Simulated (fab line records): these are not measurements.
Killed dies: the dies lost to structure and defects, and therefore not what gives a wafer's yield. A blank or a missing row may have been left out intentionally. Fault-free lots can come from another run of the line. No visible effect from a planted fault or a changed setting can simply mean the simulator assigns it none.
2 desks looking at one fault    flow n5Finfet    each desk has only its own numbers; what lay behind them comes last

## THE TOOL OWNER'S DESK: cmp-03
The tool's own readings at N5_BEOL_M12_CMP_49 (polishes, stops on SiOC, t overpolish 20.6 s, target thk 320 nm): means of the sampled wafers that have a number, for each lot that ran on this tool. The brackets show how far a lot's mean lies from the usual mean; more than 4 standard deviations puts the lot out of limits, marked OUT.
Columns: A = barrierFieldEndpointS at N5_BEOL_M12_CMP_49, usual 30.4 s; B = headPressurePsi at N5_BEOL_M12_CMP_49, usual 0.9997 psi; C = motorCurrentA at N5_BEOL_M12_CMP_49, usual 6.0 A; D = overpolishRunS at N5_BEOL_M12_CMP_49, usual 20.599 s; E = platenRpm at N5_BEOL_M12_CMP_49, usual 50.01 rpm
lot   first seen here  A               B                         C    D                         E
L884  day 12 22:04     49.1 (+26) OUT  0.6754 (-99 or more) OUT  4.5  11.784 (-99 or more) OUT  49.96
L885  day 13 01:53     40.1 (+14) OUT  0.8359 (-71) OUT          5.4  15.762 (-99 or more) OUT  50.03
L894  day 17 05:05     30.7            1.0008                    5.5  20.599                    49.99
This desk finds L884, L885 out of limits, L884 being first, at day 12 22:04 (barrierFieldEndpointS at N5_BEOL_M12_CMP_49). In limits: L894.

## FROM THE METROLOGY DESK
Lot by lot, what the gauges showed, no matter which tool ran the lot: averages of those sampled wafers that carry a number. The brackets show how far a lot's mean lies from the usual mean; more than 4 standard deviations puts the lot out of limits, marked OUT.
Columns: A = trenchDepthNm at N5_BEOL_M12_OCD_MEAS_35, usual 319 nm
lot   first seen here  A
L884  day 12 19:46     325
L885  day 13 00:40     312
L888  day 14 03:25     324
L891  day 15 11:11     318
L894  day 17 00:07     316
L895  day 17 09:13     326
This desk's finding: nothing out of limits on any of the 6 lots.

## BROUGHT TOGETHER
At day 12 22:04, on L884, L885, the tool owner's desk was in a position to raise an alarm.
The metrology desk saw nothing out of limits.
The metrology desk has L884, L885 on record, within its limits.
All the named lots went through N5_BEOL_M12_CMP_49 on cmp-03.

## WHAT WAS PUT IN BY THE SIMULATOR
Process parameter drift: cmp-03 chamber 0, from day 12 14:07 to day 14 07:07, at N5_BEOL_M12_CMP_49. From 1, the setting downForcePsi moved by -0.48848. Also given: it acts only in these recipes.
Shown lots that were struck: L884, L885.
Time in hours from fault onset to the first out-of-limits reading at each desk: the tool owner's desk, 8.
